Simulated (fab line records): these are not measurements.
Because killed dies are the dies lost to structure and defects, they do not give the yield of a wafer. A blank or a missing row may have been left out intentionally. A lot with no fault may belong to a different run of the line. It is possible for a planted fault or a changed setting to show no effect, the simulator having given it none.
Which of the tools did it? :: flow n5_finfet :: 33 wafers from 11 lots sampled at 5 of the route's 1938 steps

## WHAT THE GAUGES READ, wafer by wafer
N5_BEOL_M1_INSPECT_59: inspects for defects (darkfield). Usual: 66 for raw_defect_count, sd 20.
lot: L822
measured: day 6 13:46
on: defect_inspect-02
raw_defect_count: 77 57 47
flag: 

lot: L823
measured: day 6 18:58
on: defect_inspect-01
raw_defect_count: 38 62 58
flag: 

lot: L824
measured: day 7 07:05
on: defect_inspect-01
raw_defect_count: 84 95 93
flag: 

lot: L826
measured: day 7 23:06
on: defect_inspect-02
raw_defect_count: 90 38 68
flag: 

lot: L832
measured: day 9 02:10
on: defect_inspect-02
raw_defect_count: 52 47 38
flag: 

lot: L836
measured: day 10 15:02
on: defect_inspect-01
raw_defect_count: 63 33 53
flag: 

lot: L837
measured: day 10 15:19
on: defect_inspect-01
raw_defect_count: 62 66 76
flag: 

lot: L839
measured: day 11 03:46
on: defect_inspect-01
raw_defect_count: 86 110 45
flag: 

lot: L841
measured: day 11 08:01
on: defect_inspect-02
raw_defect_count: 81 72 45
flag: 

lot: L842
measured: day 11 18:10
on: defect_inspect-01
raw_defect_count: 45 67 21
flag: 

lot: L843
measured: day 11 20:50
on: defect_inspect-01
raw_defect_count: 67 33 46
flag: 

N5_BEOL_M4_RC_MEAS_101. Usual: DIBL_N 35.8 mV/V, standard deviation 1.6; DIBL_P 36.0 mV/V, standard deviation 1.9; IOFF_N 0.151 nA/um, standard deviation 0.029; IOFF_P 0.21 nA/um, standard deviation 0.037; ION_N 673 uA/um, standard deviation 12; ION_P 463 uA/um, standard deviation 7.3; SS_N 71.5 mV/dec, standard deviation 0.58; SS_P 73.2 mV/dec, standard deviation 0.61; VT_N 251 mV, standard deviation 3.3; VT_P -250 mV, standard deviation 3.3.
lot: L822
measured: day 7 18:14
on: prober-02
DIBL_N (mV/V): 35.4 36.9 38.8
DIBL_P (mV/V): 34.9 35.9 37.9
IOFF_N (nA/um): 0.115 0.139 0.175
IOFF_P (nA/um): 0.18 0.19 0.23
ION_N (uA/um): 662 667 679
ION_P (uA/um): 461 463 462
SS_N (mV/dec): 70.7 71.1 72.4
SS_P (mV/dec): 72.2 72.0 73.5
VT_N (mV): 256 254 250
VT_P (mV): -253 -251 -250
flag: 

lot: L823
measured: day 7 23:23
on: prober-01
DIBL_N (mV/V): 34.9 36.3 36.6
DIBL_P (mV/V): 32.7 35.0 35.8
IOFF_N (nA/um): 0.118 0.145 0.162
IOFF_P (nA/um): 0.16 0.19 0.22
ION_N (uA/um): 658 676 675
ION_P (uA/um): 451 466 467
SS_N (mV/dec): 71.1 71.4 71.1
SS_P (mV/dec): 71.6 73.5 73.3
VT_N (mV): 255 252 247
VT_P (mV): -254 -251 -248
flag: 

lot: L824
measured: day 8 18:42
on: prober-01
DIBL_N (mV/V): 36.8 35.3 34.1
DIBL_P (mV/V): 36.7 34.5 33.3
IOFF_N (nA/um): 0.151 0.128 0.108
IOFF_P (nA/um): 0.20 0.17 0.15
ION_N (uA/um): 668 657 652
ION_P (uA/um): 456 457 452
SS_N (mV/dec): 72.1 71.0 71.1
SS_P (mV/dec): 73.5 72.6 72.0
VT_N (mV): 253 254 257
VT_P (mV): -252 -253 -253
flag: 

lot: L826
measured: day 9 16:43
on: prober-02
DIBL_N (mV/V): 37.3 38.8 37.0
DIBL_P (mV/V): 36.7 38.8 36.2
IOFF_N (nA/um): 0.142 0.179 0.137
IOFF_P (nA/um): 0.21 0.25 0.20
ION_N (uA/um): 666 688 660
ION_P (uA/um): 465 468 461
SS_N (mV/dec): 71.2 72.3 71.1
SS_P (mV/dec): 72.9 73.8 72.8
VT_N (mV): 252 249 255
VT_P (mV): -248 -248 -251
flag: 

lot: L832
measured: day 10 23:20
on: prober-02
DIBL_N (mV/V): 35.1 32.7 35.1
DIBL_P (mV/V): 36.2 34.1 37.4
IOFF_N (nA/um): 0.152 0.119 0.175
IOFF_P (nA/um): 0.22 0.19 0.25
ION_N (uA/um): 666 669 691
ION_P (uA/um): 462 465 475
SS_N (mV/dec): 72.1 70.8 71.3
SS_P (mV/dec): 72.9 73.1 73.8
VT_N (mV): 254 252 247
VT_P (mV): -247 -248 -247
flag: 

lot: L836
measured: day 11 21:02
on: prober-02
DIBL_N (mV/V): 38.4 37.6 35.3
DIBL_P (mV/V): 38.4 36.6 34.5
IOFF_N (nA/um): 0.191 0.158 0.130
IOFF_P (nA/um): 0.24 0.20 0.18
ION_N (uA/um): 689 674 651
ION_P (uA/um): 473 455 448
SS_N (mV/dec): 71.1 71.8 71.3
SS_P (mV/dec): 73.7 73.1 73.1
VT_N (mV): 247 251 252
VT_P (mV): -250 -252 -252
flag: 

lot: L837
measured: day 12 12:33
on: prober-02
DIBL_N (mV/V): 36.8 38.9 37.2
DIBL_P (mV/V): 38.4 39.4 39.1
IOFF_N (nA/um): 0.179 0.191 0.189
IOFF_P (nA/um): 0.24 0.25 0.25
ION_N (uA/um): 691 688 680
ION_P (uA/um): 479 467 473
SS_N (mV/dec): 71.9 72.7 71.8
SS_P (mV/dec): 73.8 74.2 73.2
VT_N (mV): 248 248 246
VT_P (mV): -248 -246 -246
flag: 

lot: L839
measured: day 12 13:26
on: prober-01
DIBL_N (mV/V): 33.5 34.4 33.5
DIBL_P (mV/V): 33.6 34.1 32.7
IOFF_N (nA/um): 0.129 0.130 0.115
IOFF_P (nA/um): 0.17 0.18 0.17
ION_N (uA/um): 672 676 656
ION_P (uA/um): 457 465 456
SS_N (mV/dec): 70.5 70.6 70.9
SS_P (mV/dec): 72.7 72.7 72.2
VT_N (mV): 254 253 255
VT_P (mV): -252 -252 -252
flag: 

lot: L841
measured: day 12 20:47
on: prober-02
DIBL_N (mV/V): 35.8 33.0 35.1
DIBL_P (mV/V): 36.4 32.9 35.1
IOFF_N (nA/um): 0.151 0.107 0.144
IOFF_P (nA/um): 0.23 0.17 0.21
ION_N (uA/um): 665 649 672
ION_P (uA/um): 460 454 461
SS_N (mV/dec): 71.4 70.8 71.1
SS_P (mV/dec): 72.8 72.0 73.1
VT_N (mV): 251 252 252
VT_P (mV): -247 -252 -250
flag: 

lot: L842
measured: day 13 10:53
on: prober-01
DIBL_N (mV/V): 34.1 38.7 34.6
DIBL_P (mV/V): 35.2 39.7 37.3
IOFF_N (nA/um): 0.132 0.234 0.162
IOFF_P (nA/um): 0.18 0.26 0.22
ION_N (uA/um): 647 708 687
ION_P (uA/um): 459 469 470
SS_N (mV/dec): 71.3 72.9 72.3
SS_P (mV/dec): 73.8 74.2 73.6
VT_N (mV): 253 244 246
VT_P (mV): -253 -247 -254
flag: 

lot: L843
measured: day 13 18:34
on: prober-01
DIBL_N (mV/V): 37.7 36.0 35.0
DIBL_P (mV/V): 38.0 36.1 33.9
IOFF_N (nA/um): 0.210 0.178 0.142
IOFF_P (nA/um): 0.29 0.24 0.20
ION_N (uA/um): 692 681 678
ION_P (uA/um): 477 473 467
SS_N (mV/dec): 72.4 71.2 71.7
SS_P (mV/dec): 73.5 73.3 72.5
VT_N (mV): 247 246 250
VT_P (mV): -245 -248 -250
flag: 

## EACH LOT AND THE TOOL THAT RAN IT (in order: tool; ch and the chambers of the sampled wafers; start)
lot: L822
N5_BEOL_M1_SPUTTER_90: pvd_sputter-03, day 6 11:37
N5_BEOL_M1_ANNEAL_51: rtp_anneal-01 ch 0, day 6 12:59
N5_BEOL_M2_COAT_61: litho_track-02 ch 0, day 6 15:14

lot: L823
N5_BEOL_M1_SPUTTER_90: pvd_sputter-03, day 6 17:14
N5_BEOL_M1_ANNEAL_51: rtp_anneal-02 ch 0, day 6 18:08
N5_BEOL_M2_COAT_61: litho_track-02 ch 0, day 6 19:22

lot: L824
N5_BEOL_M1_SPUTTER_90: pvd_sputter-03, day 7 05:22
N5_BEOL_M1_ANNEAL_51: rtp_anneal-01 ch 0, day 7 06:13
N5_BEOL_M2_COAT_61: litho_track-01 ch 0, day 7 07:38

lot: L826
N5_BEOL_M1_SPUTTER_90: pvd_sputter-03, day 7 21:22
N5_BEOL_M1_ANNEAL_51: rtp_anneal-02 ch 0, day 7 22:14
N5_BEOL_M2_COAT_61: litho_track-01 ch 0, day 7 23:26

lot: L832
N5_BEOL_M1_SPUTTER_90: pvd_sputter-01, day 9 00:07
N5_BEOL_M1_ANNEAL_51: rtp_anneal-02 ch 0, day 9 01:07
N5_BEOL_M2_COAT_61: litho_track-05 ch 0, day 9 06:13

lot: L836
N5_BEOL_M1_SPUTTER_90: pvd_sputter-03, day 10 12:59
N5_BEOL_M1_ANNEAL_51: rtp_anneal-02 ch 0, day 10 14:07
N5_BEOL_M2_COAT_61: litho_track-01 ch 0, day 10 18:59

lot: L837
N5_BEOL_M1_SPUTTER_90: pvd_sputter-01, day 10 13:32
N5_BEOL_M1_ANNEAL_51: rtp_anneal-02 ch 0, day 10 14:24
N5_BEOL_M2_COAT_61: litho_track-01 ch 0, day 10 19:13

lot: L839
N5_BEOL_M1_SPUTTER_90: pvd_sputter-01, day 11 01:18
N5_BEOL_M1_ANNEAL_51: rtp_anneal-01 ch 0, day 11 02:41
N5_BEOL_M2_COAT_61: litho_track-05 ch 0, day 11 04:47

lot: L841
N5_BEOL_M1_SPUTTER_90: pvd_sputter-02, day 11 06:17
N5_BEOL_M1_ANNEAL_51: rtp_anneal-02 ch 0, day 11 07:09
N5_BEOL_M2_COAT_61: litho_track-02 ch 0, day 11 08:44

lot: L842
N5_BEOL_M1_SPUTTER_90: pvd_sputter-01, day 11 16:20
N5_BEOL_M1_ANNEAL_51: rtp_anneal-02 ch 0, day 11 17:15
N5_BEOL_M2_COAT_61: litho_track-02 ch 0, day 11 20:41

lot: L843
N5_BEOL_M1_SPUTTER_90: pvd_sputter-03, day 11 19:04
N5_BEOL_M1_ANNEAL_51: rtp_anneal-01 ch 0, day 11 19:55
N5_BEOL_M2_COAT_61: litho_track-02 ch 0, day 11 21:40
- N5_BEOL_M1_SPUTTER_90: material Cu, target thk 4.5 nm, time 8.29 s.
- N5_BEOL_M1_ANNEAL_51: time 90 s.
- N5_BEOL_M2_COAT_61: time 60 s, resist thk 60 nm.

## WHAT THE TOOLS THEMSELVES READ (means of the sampled wafers that have a number; where no wafer has one, the mark that the record gives instead)
N5_BEOL_M1_SPUTTER_90. Usual: 29.9 % for throttle_valve_pct, sd 1.1.
lot: L822
tool: pvd_sputter-03
throttle_valve_pct (%): 29.5
flag: 

lot: L823
tool: pvd_sputter-03
throttle_valve_pct (%): 29.1
flag: 

lot: L824
tool: pvd_sputter-03
throttle_valve_pct (%): 29.6
flag: 

lot: L826
tool: pvd_sputter-03
throttle_valve_pct (%): 29.5
flag: 

lot: L832
tool: pvd_sputter-01
throttle_valve_pct (%): 30.8
flag: 

lot: L836
tool: pvd_sputter-03
throttle_valve_pct (%): 29.6
flag: 

lot: L837
tool: pvd_sputter-01
throttle_valve_pct (%): 30.8
flag: 

lot: L839
tool: pvd_sputter-01
throttle_valve_pct (%): 30.0
flag: 

lot: L841
tool: pvd_sputter-02
throttle_valve_pct (%): 30.7
flag: 

lot: L842
tool: pvd_sputter-01
throttle_valve_pct (%): 30.4
flag: 

lot: L843
tool: pvd_sputter-03
throttle_valve_pct (%): 29.8
flag: 

N5_BEOL_M1_ANNEAL_51. Usual: 226.2 for wafer_temp_C_max, sd 0.36.
lot: L822
tool: rtp_anneal-01
wafer_temp_C_max: 225.9
flag: 

lot: L823
tool: rtp_anneal-02
wafer_temp_C_max: 226.3
flag: 

lot: L824
tool: rtp_anneal-01
wafer_temp_C_max: 226.0
flag: 

lot: L826
tool: rtp_anneal-02
wafer_temp_C_max: 226.3
flag: 

lot: L832
tool: rtp_anneal-02
wafer_temp_C_max: 226.3
flag: 

lot: L836
tool: rtp_anneal-02
wafer_temp_C_max: 226.3
flag: 

lot: L837
tool: rtp_anneal-02
wafer_temp_C_max: 226.3
flag: 

lot: L839
tool: rtp_anneal-01
wafer_temp_C_max: 225.9
flag: 

lot: L841
tool: rtp_anneal-02
wafer_temp_C_max: 226.8
flag: 

lot: L842
tool: rtp_anneal-02
wafer_temp_C_max: 226.4
flag: 

lot: L843
tool: rtp_anneal-01
wafer_temp_C_max: 225.8
flag: 

N5_BEOL_M2_COAT_61. Usual: 1500.3 rpm for spin_speed_rpm, sd 0.99.
lot: L822
tool: litho_track-02
spin_speed_rpm (rpm): 1500.2
flag: 

lot: L823
tool: litho_track-02
spin_speed_rpm (rpm): 1500.4
flag: 

lot: L824
tool: litho_track-01
spin_speed_rpm (rpm): 1501.3
flag: 

lot: L826
tool: litho_track-01
spin_speed_rpm (rpm): 1499.9
flag: 

lot: L832
tool: litho_track-05
spin_speed_rpm (rpm): 1500.2
flag: 

lot: L836
tool: litho_track-01
spin_speed_rpm (rpm): 1811.8
flag: OFF

lot: L837
tool: litho_track-01
spin_speed_rpm (rpm): 1811.0
flag: OFF

lot: L839
tool: litho_track-05
spin_speed_rpm (rpm): 1500.1
flag: 

lot: L841
tool: litho_track-02
spin_speed_rpm (rpm): 1499.9
flag: 

lot: L842
tool: litho_track-02
spin_speed_rpm (rpm): 1501.6
flag: 

lot: L843
tool: litho_track-02
spin_speed_rpm (rpm): 1501.4
flag: 

## THE ANSWER, worked out from the rows above alone
Rule: lot off if the mean of its wafers having a number is beyond 3 standard deviations from the usual mean. A lot without any number at a reading at which 4 lots or more have one is off too. All remaining lots with rows at the step are treated as sound. Order of review: gauges by route order, followed by the tools' own readings, for which a lot's mean as printed above is used. At the first step where some lot is off, the reading lying furthest off is the one used; lots without a number count as furthest.
Off: L836, L837, at N5_BEOL_M2_COAT_61 (spin_speed_rpm).
If a tool, at that step or one of the process steps before it, ran each lot that is off and ran no sound lot following the first of them, it fits. One candidate fits, namely litho_track-01 at N5_BEOL_M2_COAT_61. A fault onset in the window from L826 (day 7 23:26, its last sound lot) to L836 (day 10 18:59, its first lot off) fits.
On the lots that are off, the tool's own readings at N5_BEOL_M2_COAT_61 differ by more than 5 times the standard deviation of the sound lots' means, which bears it out; spin_speed_rpm reads 1811.4 rpm there versus 1500.6 rpm on the sound lots.

## WHAT THE SIMULATOR HAD INSERTED
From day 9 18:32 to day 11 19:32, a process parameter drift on litho_track-01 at N5_BEOL_M2_COAT_61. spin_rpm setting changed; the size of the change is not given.
Lots struck among those shown: L836, L837. This agrees with what the rule above found.
